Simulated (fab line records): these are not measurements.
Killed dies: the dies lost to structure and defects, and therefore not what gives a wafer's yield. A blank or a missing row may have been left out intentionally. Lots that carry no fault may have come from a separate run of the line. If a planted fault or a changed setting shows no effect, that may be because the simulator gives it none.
A sampling plan put to the test || flow n5-finfet || one fab line, 41 faults that these records tell of, each judged on the records of the lots that it struck
The line's own looks make up the plan; these are the steps of the route where a gauge or inspection reads the wafer and leaves it unchanged. A look can be judged if struck wafers have a number there and the file gives its usual mean and standard deviation on fault-free wafers. Caught: at a look after the fault's first step, the mean of the struck wafers lies 4 or more of those standard deviations (sigma) from the usual mean. On the tool: the fault's steps, tested the same way using the tool's own readings. Caught also covers a different recipe on the struck wafers, or a record left blank for those wafers only.

== THE FAULTS, as the simulator had put them in ==
1. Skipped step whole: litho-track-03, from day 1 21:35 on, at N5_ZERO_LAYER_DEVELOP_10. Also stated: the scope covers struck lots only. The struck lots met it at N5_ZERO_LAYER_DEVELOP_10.
2. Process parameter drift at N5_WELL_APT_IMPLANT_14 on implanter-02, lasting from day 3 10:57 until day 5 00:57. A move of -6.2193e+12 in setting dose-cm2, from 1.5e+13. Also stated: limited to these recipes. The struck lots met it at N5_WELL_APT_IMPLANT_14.
3. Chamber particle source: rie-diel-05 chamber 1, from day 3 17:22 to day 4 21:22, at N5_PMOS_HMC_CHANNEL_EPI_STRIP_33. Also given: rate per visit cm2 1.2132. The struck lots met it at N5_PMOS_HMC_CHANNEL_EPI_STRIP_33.
4. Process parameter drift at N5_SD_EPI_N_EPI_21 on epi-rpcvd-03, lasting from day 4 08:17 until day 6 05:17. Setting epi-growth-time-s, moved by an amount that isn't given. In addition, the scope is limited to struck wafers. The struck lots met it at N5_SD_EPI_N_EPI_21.
5. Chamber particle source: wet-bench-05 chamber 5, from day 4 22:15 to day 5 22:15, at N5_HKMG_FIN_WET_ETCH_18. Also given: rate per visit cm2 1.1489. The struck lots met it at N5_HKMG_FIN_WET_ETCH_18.
6. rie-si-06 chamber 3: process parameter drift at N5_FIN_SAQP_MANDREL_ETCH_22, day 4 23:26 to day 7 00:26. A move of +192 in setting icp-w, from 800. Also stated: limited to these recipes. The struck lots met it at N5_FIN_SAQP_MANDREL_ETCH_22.
7. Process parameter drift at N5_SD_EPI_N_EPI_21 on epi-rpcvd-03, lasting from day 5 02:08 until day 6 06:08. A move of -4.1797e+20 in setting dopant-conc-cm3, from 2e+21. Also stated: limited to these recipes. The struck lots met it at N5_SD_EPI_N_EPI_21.
8. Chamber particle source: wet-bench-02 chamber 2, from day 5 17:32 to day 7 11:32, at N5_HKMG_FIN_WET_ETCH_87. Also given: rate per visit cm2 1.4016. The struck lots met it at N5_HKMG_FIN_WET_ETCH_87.
9. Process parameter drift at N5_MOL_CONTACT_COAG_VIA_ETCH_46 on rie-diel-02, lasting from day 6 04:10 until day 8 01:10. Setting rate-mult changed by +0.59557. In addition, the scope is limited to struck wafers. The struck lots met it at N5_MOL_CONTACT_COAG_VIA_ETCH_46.
10. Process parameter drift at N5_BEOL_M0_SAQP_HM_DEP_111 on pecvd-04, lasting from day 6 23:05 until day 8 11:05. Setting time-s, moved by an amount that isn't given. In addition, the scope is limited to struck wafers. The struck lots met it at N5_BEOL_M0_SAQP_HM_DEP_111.
11. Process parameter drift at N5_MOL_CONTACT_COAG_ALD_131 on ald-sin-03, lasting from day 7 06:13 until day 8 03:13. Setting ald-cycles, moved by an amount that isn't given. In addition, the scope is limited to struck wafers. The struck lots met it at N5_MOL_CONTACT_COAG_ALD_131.
12. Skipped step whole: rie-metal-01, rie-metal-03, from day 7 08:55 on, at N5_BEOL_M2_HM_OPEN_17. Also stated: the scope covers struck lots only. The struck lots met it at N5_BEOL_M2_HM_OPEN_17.
13. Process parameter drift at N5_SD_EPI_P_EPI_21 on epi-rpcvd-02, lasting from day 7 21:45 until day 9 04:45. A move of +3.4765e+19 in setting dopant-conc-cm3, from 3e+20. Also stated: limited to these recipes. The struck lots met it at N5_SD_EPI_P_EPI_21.
14. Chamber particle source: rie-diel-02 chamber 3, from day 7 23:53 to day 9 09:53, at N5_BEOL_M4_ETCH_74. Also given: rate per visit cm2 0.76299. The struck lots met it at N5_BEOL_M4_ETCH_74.
15. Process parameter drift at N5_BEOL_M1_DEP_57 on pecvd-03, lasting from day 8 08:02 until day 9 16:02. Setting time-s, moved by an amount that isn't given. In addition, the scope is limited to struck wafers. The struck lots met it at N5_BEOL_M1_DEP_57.
16. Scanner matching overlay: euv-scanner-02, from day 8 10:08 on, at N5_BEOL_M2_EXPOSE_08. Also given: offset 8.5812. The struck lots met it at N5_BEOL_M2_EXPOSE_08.
17. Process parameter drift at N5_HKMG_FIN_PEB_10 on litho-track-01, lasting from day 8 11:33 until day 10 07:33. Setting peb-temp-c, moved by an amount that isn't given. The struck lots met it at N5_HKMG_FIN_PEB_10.
18. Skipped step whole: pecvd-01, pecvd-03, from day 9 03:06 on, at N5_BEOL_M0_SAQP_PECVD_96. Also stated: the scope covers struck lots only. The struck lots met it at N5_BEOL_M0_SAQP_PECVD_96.
19. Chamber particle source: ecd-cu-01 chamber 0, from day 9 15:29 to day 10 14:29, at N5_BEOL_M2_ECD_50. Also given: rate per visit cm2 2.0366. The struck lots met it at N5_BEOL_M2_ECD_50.
20. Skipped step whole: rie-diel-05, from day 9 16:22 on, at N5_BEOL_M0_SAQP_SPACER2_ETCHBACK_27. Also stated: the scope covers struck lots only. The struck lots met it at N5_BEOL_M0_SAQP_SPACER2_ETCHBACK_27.
21. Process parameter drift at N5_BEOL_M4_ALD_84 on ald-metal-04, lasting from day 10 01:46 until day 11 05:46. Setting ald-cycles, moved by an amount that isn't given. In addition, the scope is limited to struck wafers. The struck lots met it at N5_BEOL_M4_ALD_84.
22. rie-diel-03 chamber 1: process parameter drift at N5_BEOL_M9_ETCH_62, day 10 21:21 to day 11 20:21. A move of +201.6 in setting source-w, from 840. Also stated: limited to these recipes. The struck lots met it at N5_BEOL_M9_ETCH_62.
23. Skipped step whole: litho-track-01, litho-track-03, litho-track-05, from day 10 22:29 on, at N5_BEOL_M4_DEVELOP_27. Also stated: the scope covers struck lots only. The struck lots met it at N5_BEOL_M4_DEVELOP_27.
24. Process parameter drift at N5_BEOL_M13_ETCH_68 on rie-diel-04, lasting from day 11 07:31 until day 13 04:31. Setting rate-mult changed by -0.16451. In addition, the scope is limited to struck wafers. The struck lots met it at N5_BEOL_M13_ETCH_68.
25. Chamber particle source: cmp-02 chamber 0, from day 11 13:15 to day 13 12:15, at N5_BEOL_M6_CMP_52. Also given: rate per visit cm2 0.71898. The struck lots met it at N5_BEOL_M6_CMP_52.
26. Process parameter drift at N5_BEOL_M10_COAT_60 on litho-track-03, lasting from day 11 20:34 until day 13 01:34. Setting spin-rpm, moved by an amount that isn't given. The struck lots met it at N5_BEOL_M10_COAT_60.
27. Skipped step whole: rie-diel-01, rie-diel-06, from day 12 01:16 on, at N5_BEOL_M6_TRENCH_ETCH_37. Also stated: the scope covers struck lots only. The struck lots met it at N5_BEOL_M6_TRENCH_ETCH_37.
28. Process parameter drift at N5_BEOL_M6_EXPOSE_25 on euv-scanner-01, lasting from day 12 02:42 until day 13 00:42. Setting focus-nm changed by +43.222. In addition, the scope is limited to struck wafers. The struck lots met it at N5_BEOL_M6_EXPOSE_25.
29. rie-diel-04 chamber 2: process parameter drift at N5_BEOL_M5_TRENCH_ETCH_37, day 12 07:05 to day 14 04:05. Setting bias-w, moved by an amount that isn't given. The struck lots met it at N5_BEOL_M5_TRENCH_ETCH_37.
30. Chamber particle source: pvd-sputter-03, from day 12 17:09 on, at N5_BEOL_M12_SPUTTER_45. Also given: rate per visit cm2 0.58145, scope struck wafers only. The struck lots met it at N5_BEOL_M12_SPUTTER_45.
31. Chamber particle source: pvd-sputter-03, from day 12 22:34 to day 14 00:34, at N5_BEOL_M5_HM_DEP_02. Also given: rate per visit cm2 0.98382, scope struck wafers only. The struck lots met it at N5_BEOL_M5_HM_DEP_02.
32. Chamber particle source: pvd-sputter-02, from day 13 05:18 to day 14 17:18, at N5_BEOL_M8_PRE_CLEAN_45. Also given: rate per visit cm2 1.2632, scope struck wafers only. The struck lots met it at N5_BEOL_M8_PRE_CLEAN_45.
33. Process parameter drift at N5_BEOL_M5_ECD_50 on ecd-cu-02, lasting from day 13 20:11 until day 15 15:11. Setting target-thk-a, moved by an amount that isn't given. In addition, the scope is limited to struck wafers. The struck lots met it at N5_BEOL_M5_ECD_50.
34. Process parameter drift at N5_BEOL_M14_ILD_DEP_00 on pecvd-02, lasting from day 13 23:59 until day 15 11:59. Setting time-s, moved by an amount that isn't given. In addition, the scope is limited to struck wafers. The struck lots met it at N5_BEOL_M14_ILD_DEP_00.
35. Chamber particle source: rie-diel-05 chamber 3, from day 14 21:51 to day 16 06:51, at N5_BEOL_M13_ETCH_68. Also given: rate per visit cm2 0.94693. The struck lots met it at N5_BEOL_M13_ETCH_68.
36. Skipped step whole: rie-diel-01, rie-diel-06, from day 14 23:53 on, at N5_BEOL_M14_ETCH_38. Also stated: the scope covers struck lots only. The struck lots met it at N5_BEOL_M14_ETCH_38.
37. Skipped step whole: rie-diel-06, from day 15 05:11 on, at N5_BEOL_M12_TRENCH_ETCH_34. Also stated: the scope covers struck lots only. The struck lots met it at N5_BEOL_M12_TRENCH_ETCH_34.
38. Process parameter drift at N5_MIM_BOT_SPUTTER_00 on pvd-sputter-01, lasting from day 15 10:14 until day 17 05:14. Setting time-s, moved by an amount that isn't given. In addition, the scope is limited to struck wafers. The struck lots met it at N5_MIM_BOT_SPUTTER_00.
39. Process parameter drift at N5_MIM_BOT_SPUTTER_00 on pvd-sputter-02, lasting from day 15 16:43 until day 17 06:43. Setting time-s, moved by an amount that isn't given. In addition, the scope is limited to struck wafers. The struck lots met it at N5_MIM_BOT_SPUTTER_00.
40. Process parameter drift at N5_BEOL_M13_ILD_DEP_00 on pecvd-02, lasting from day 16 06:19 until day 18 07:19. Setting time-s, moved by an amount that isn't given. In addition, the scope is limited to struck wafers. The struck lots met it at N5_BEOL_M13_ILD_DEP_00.
41. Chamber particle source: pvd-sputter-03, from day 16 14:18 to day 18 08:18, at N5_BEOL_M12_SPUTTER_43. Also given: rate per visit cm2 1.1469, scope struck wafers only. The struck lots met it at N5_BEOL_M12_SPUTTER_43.

== WHAT THE PLAN SAW ==
{"fault": 1, "on the tool itself": "no reading that can be judged", "first look that catches it": "no look after it can be judged", "reading, sigma": "-", "median hours from its first step to that look": "-", "hours from the fault's start to the first struck lot there": "-", "judged looks passed uncaught": 0}
{"fault": 2, "on the tool itself": "dose-ions-cm2 -99 or beyond sigma", "first look that catches it": "N5_BEOL_M4_RC_MEAS_101", "reading, sigma": "RS_NWELL +52", "median hours from its first step to that look": 182.6, "hours from the fault's start to the first struck lot there": 187, "judged looks passed uncaught": 0}
{"fault": 3, "on the tool itself": "under 2 sigma", "first look that catches it": "no look after it can be judged", "reading, sigma": "-", "median hours from its first step to that look": "-", "hours from the fault's start to the first struck lot there": "-", "judged looks passed uncaught": 0}
{"fault": 4, "on the tool itself": "no reading that can be judged", "first look that catches it": "N5_SD_EPI_N_EPI_MEAS_23", "reading, sigma": "thk-nm +14", "median hours from its first step to that look": 1.5, "hours from the fault's start to the first struck lot there": 14, "judged looks passed uncaught": 0}
{"fault": 5, "on the tool itself": "no reading that can be judged", "first look that catches it": "no look after it can be judged", "reading, sigma": "-", "median hours from its first step to that look": "-", "hours from the fault's start to the first struck lot there": "-", "judged looks passed uncaught": 0}
{"fault": 6, "on the tool itself": "rf-fwd-power-W +62 sigma", "first look that catches it": "not the one look that can be judged after it", "reading, sigma": "strongest: VT_N at N5_BEOL_M4_RC_MEAS_101, -2.0", "median hours from its first step to that look": "-", "hours from the fault's start to the first struck lot there": "-", "judged looks passed uncaught": 1}
{"fault": 7, "on the tool itself": "no reading that can be judged", "first look that catches it": "N5_SD_ACTIVATION_RS_MEAS_03", "reading, sigma": "RS_SD_N +6.1", "median hours from its first step to that look": 6.8, "hours from the fault's start to the first struck lot there": 13, "judged looks passed uncaught": 0}
{"fault": 8, "on the tool itself": "under 2 sigma", "first look that catches it": "no look after it can be judged", "reading, sigma": "-", "median hours from its first step to that look": "-", "hours from the fault's start to the first struck lot there": "-", "judged looks passed uncaught": 0}
{"fault": 9, "on the tool itself": "under 2 sigma", "first look that catches it": "not the one look that can be judged after it", "reading, sigma": "-", "median hours from its first step to that look": "-", "hours from the fault's start to the first struck lot there": "-", "judged looks passed uncaught": 1}
{"fault": 10, "on the tool itself": "under 2 sigma", "first look that catches it": "not the one look that can be judged after it", "reading, sigma": "-", "median hours from its first step to that look": "-", "hours from the fault's start to the first struck lot there": "-", "judged looks passed uncaught": 1}
{"fault": 11, "on the tool itself": "under 2 sigma", "first look that catches it": "not the one look that can be judged after it", "reading, sigma": "-", "median hours from its first step to that look": "-", "hours from the fault's start to the first struck lot there": "-", "judged looks passed uncaught": 1}
{"fault": 12, "on the tool itself": "the tool's record is blank for the struck wafers", "first look that catches it": "no look after it can be judged", "reading, sigma": "-", "median hours from its first step to that look": "-", "hours from the fault's start to the first struck lot there": "-", "judged looks passed uncaught": 0}
{"fault": 13, "on the tool itself": "under 2 sigma", "first look that catches it": "N5_SD_ACTIVATION_RS_MEAS_03", "reading, sigma": "RS_SD_P -5.7", "median hours from its first step to that look": 2.8, "hours from the fault's start to the first struck lot there": 6, "judged looks passed uncaught": 1}
{"fault": 14, "on the tool itself": "under 2 sigma", "first look that catches it": "N5_BEOL_M4_INSPECT_30", "reading, sigma": "raw-defect-count +4.7", "median hours from its first step to that look": 0.8, "hours from the fault's start to the first struck lot there": 4, "judged looks passed uncaught": 0}
{"fault": 15, "on the tool itself": "under 2 sigma", "first look that catches it": "none of the 2 looks that can be judged after it", "reading, sigma": "-", "median hours from its first step to that look": "-", "hours from the fault's start to the first struck lot there": "-", "judged looks passed uncaught": 2}
{"fault": 16, "on the tool itself": "no reading that can be judged", "first look that catches it": "N5_BEOL_M2_OVL_MEAS_12", "reading, sigma": "M2_OVL +13", "median hours from its first step to that look": 0.2, "hours from the fault's start to the first struck lot there": 2, "judged looks passed uncaught": 1}
{"fault": 17, "on the tool itself": "no reading that can be judged", "first look that catches it": "N5_HKMG_FIN_CD_MEAS_12", "reading, sigma": "cd-nm -4.6", "median hours from its first step to that look": 0.1, "hours from the fault's start to the first struck lot there": 2, "judged looks passed uncaught": 0}
{"fault": 18, "on the tool itself": "the tool's record is blank for the struck wafers", "first look that catches it": "no look after it can be judged", "reading, sigma": "-", "median hours from its first step to that look": "-", "hours from the fault's start to the first struck lot there": "-", "judged looks passed uncaught": 0}
{"fault": 19, "on the tool itself": "no reading that can be judged", "first look that catches it": "no look after it can be judged", "reading, sigma": "-", "median hours from its first step to that look": "-", "hours from the fault's start to the first struck lot there": "-", "judged looks passed uncaught": 0}
{"fault": 20, "on the tool itself": "the tool's record is blank for the struck wafers", "first look that catches it": "no look after it can be judged", "reading, sigma": "-", "median hours from its first step to that look": "-", "hours from the fault's start to the first struck lot there": "-", "judged looks passed uncaught": 0}
{"fault": 21, "on the tool itself": "under 2 sigma", "first look that catches it": "no look after it can be judged", "reading, sigma": "-", "median hours from its first step to that look": "-", "hours from the fault's start to the first struck lot there": "-", "judged looks passed uncaught": 0}
{"fault": 22, "on the tool itself": "rf-fwd-power-W +77 sigma", "first look that catches it": "no look after it can be judged", "reading, sigma": "-", "median hours from its first step to that look": "-", "hours from the fault's start to the first struck lot there": "-", "judged looks passed uncaught": 0}
{"fault": 23, "on the tool itself": "no reading that can be judged", "first look that catches it": "no look after it can be judged", "reading, sigma": "-", "median hours from its first step to that look": "-", "hours from the fault's start to the first struck lot there": "-", "judged looks passed uncaught": 0}
{"fault": 24, "on the tool itself": "under 2 sigma", "first look that catches it": "not the one look that can be judged after it", "reading, sigma": "-", "median hours from its first step to that look": "-", "hours from the fault's start to the first struck lot there": "-", "judged looks passed uncaught": 1}
{"fault": 25, "on the tool itself": "under 2 sigma", "first look that catches it": "N5_BEOL_M6_INSPECT_58", "reading, sigma": "raw-defect-count +15", "median hours from its first step to that look": 0.4, "hours from the fault's start to the first struck lot there": 15, "judged looks passed uncaught": 0}
{"fault": 26, "on the tool itself": "spin-speed-rpm -99 or beyond sigma", "first look that catches it": "no look after it can be judged", "reading, sigma": "-", "median hours from its first step to that look": "-", "hours from the fault's start to the first struck lot there": "-", "judged looks passed uncaught": 0}
{"fault": 27, "on the tool itself": "the tool's record is blank for the struck wafers", "first look that catches it": "N5_BEOL_M6_OCD_MEAS_38", "reading, sigma": "trench-depth-nm -85", "median hours from its first step to that look": 0.2, "hours from the fault's start to the first struck lot there": 0, "judged looks passed uncaught": 0}
{"fault": 28, "on the tool itself": "no reading that can be judged", "first look that catches it": "no look after it can be judged", "reading, sigma": "-", "median hours from its first step to that look": "-", "hours from the fault's start to the first struck lot there": "-", "judged looks passed uncaught": 0}
{"fault": 29, "on the tool itself": "bias-w +73 sigma", "first look that catches it": "none of the 3 looks that can be judged after it", "reading, sigma": "strongest: trench-depth-nm at N5_BEOL_M5_OCD_MEAS_38, +3.8", "median hours from its first step to that look": "-", "hours from the fault's start to the first struck lot there": "-", "judged looks passed uncaught": 3}
{"fault": 30, "on the tool itself": "under 2 sigma", "first look that catches it": "none of the 5 looks that can be judged after it", "reading, sigma": "-", "median hours from its first step to that look": "-", "hours from the fault's start to the first struck lot there": "-", "judged looks passed uncaught": 5}
{"fault": 31, "on the tool itself": "under 2 sigma", "first look that catches it": "N5_BEOL_M5_INSPECT_13", "reading, sigma": "raw-defect-count +5.8", "median hours from its first step to that look": 0.6, "hours from the fault's start to the first struck lot there": 7, "judged looks passed uncaught": 0}
{"fault": 32, "on the tool itself": "under 2 sigma", "first look that catches it": "not the one look that can be judged after it", "reading, sigma": "-", "median hours from its first step to that look": "-", "hours from the fault's start to the first struck lot there": "-", "judged looks passed uncaught": 1}
{"fault": 33, "on the tool itself": "no reading that can be judged", "first look that catches it": "no look after it can be judged", "reading, sigma": "-", "median hours from its first step to that look": "-", "hours from the fault's start to the first struck lot there": "-", "judged looks passed uncaught": 0}
{"fault": 34, "on the tool itself": "run-length-s -75 sigma", "first look that catches it": "N5_BEOL_M14_THK_MEAS_01", "reading, sigma": "M14_ILD_THK -17", "median hours from its first step to that look": 0.2, "hours from the fault's start to the first struck lot there": 16, "judged looks passed uncaught": 0}
{"fault": 35, "on the tool itself": "under 2 sigma", "first look that catches it": "not the one look that can be judged after it", "reading, sigma": "-", "median hours from its first step to that look": "-", "hours from the fault's start to the first struck lot there": "-", "judged looks passed uncaught": 1}
{"fault": 36, "on the tool itself": "the tool's record is blank for the struck wafers", "first look that catches it": "no look after it can be judged", "reading, sigma": "-", "median hours from its first step to that look": "-", "hours from the fault's start to the first struck lot there": "-", "judged looks passed uncaught": 0}
{"fault": 37, "on the tool itself": "the tool's record is blank for the struck wafers", "first look that catches it": "N5_BEOL_M12_OCD_MEAS_35", "reading, sigma": "trench-depth-nm -79", "median hours from its first step to that look": 0.1, "hours from the fault's start to the first struck lot there": 8, "judged looks passed uncaught": 0}
{"fault": 38, "on the tool itself": "under 2 sigma", "first look that catches it": "no look after it can be judged", "reading, sigma": "-", "median hours from its first step to that look": "-", "hours from the fault's start to the first struck lot there": "-", "judged looks passed uncaught": 0}
{"fault": 39, "on the tool itself": "under 2 sigma", "first look that catches it": "no look after it can be judged", "reading, sigma": "-", "median hours from its first step to that look": "-", "hours from the fault's start to the first struck lot there": "-", "judged looks passed uncaught": 0}
{"fault": 40, "on the tool itself": "run-length-s -99 or beyond sigma", "first look that catches it": "N5_BEOL_M13_THK_MEAS_01", "reading, sigma": "M13_ILD_THK -41", "median hours from its first step to that look": 0.2, "hours from the fault's start to the first struck lot there": 1, "judged looks passed uncaught": 0}
{"fault": 41, "on the tool itself": "under 2 sigma", "first look that catches it": "none of the 2 looks that can be judged after it", "reading, sigma": "-", "median hours from its first step to that look": "-", "hours from the fault's start to the first struck lot there": "-", "judged looks passed uncaught": 2}
A dash: the fault isn't caught, or these records don't give the number.

Caught at a look: 13 of 41. Caught on the tool: 13 of 41. By one or the other: 21 of 41.
Faults caught by the tool alone: 6, 12, 18, 20, 22, 26, 29, 36.
Caught at a look alone: faults 4, 7, 13, 14, 16, 17, 25, 31.
Caught by neither: faults 1, 3, 5, 8, 9, 10, 11, 15, 19, 21, 23, 24, 28, 30, 32, 33, 35, 38, 39, 41.

== THINNER SAMPLING ==
If the look that catches a fault measured only every second or every third lot, by lot number, the first struck lot would be measured this late in the worst case:
{"fault": 2, "struck lots at that look, in order of time": "L724, L723, L726", "every lot": "187 h", "every second lot": "189 h", "every third lot": "may miss all 3"}
{"fault": 4, "struck lots at that look, in order of time": "L836, L839, L841", "every lot": "14 h", "every second lot": "26 h", "every third lot": "may miss all 3"}
{"fault": 7, "struck lots at that look, in order of time": "L568, L570", "every lot": "13 h", "every second lot": "may miss all 2", "every third lot": "may miss all 2"}
{"fault": 13, "struck lots at that look, in order of time": "L791, L792", "every lot": "6 h", "every second lot": "12 h", "every third lot": "may miss all 2"}
{"fault": 14, "struck lots at that look, in order of time": "L468, L470", "every lot": "4 h", "every second lot": "may miss all 2", "every third lot": "may miss all 2"}
{"fault": 16, "struck lots at that look, in order of time": "L988, L991", "every lot": "2 h", "every second lot": "31 h", "every third lot": "may miss all 2"}
{"fault": 17, "struck lots at that look, in order of time": "L560, L562, L563", "every lot": "2 h", "every second lot": "20 h", "every third lot": "may miss all 3"}
{"fault": 25, "struck lots at that look, in order of time": "L768", "every lot": "15 h", "every second lot": "may miss it", "every third lot": "may miss it"}
{"fault": 27, "struck lots at that look, in order of time": "L647, L642, L646", "every lot": "0 h", "every second lot": "2 h", "every third lot": "4 h"}
{"fault": 31, "struck lots at that look, in order of time": "L436, L439", "every lot": "7 h", "every second lot": "19 h", "every third lot": "may miss all 2"}
{"fault": 34, "struck lots at that look, in order of time": "L343, L342", "every lot": "16 h", "every second lot": "23 h", "every third lot": "may miss all 2"}
{"fault": 37, "struck lots at that look, in order of time": "L629, L631", "every lot": "8 h", "every second lot": "may miss all 2", "every third lot": "may miss all 2"}
{"fault": 40, "struck lots at that look, in order of time": "L142, L145", "every lot": "1 h", "every second lot": "6 h", "every third lot": "may miss all 2"}
The hour figures run from when the fault began to the first measured lot among those it struck. Since the struck wafers were tested as one group against 4 sigma, a single lot by itself may lie under the limit. Other struck lots may not be in these records.

== THE LONGEST TIMED WAY FROM STEP TO LOOK ==
Fault 2: median gap of 182.6 hours between N5_WELL_APT_IMPLANT_14 and N5_BEOL_M4_RC_MEAS_101. No look between them can be judged.
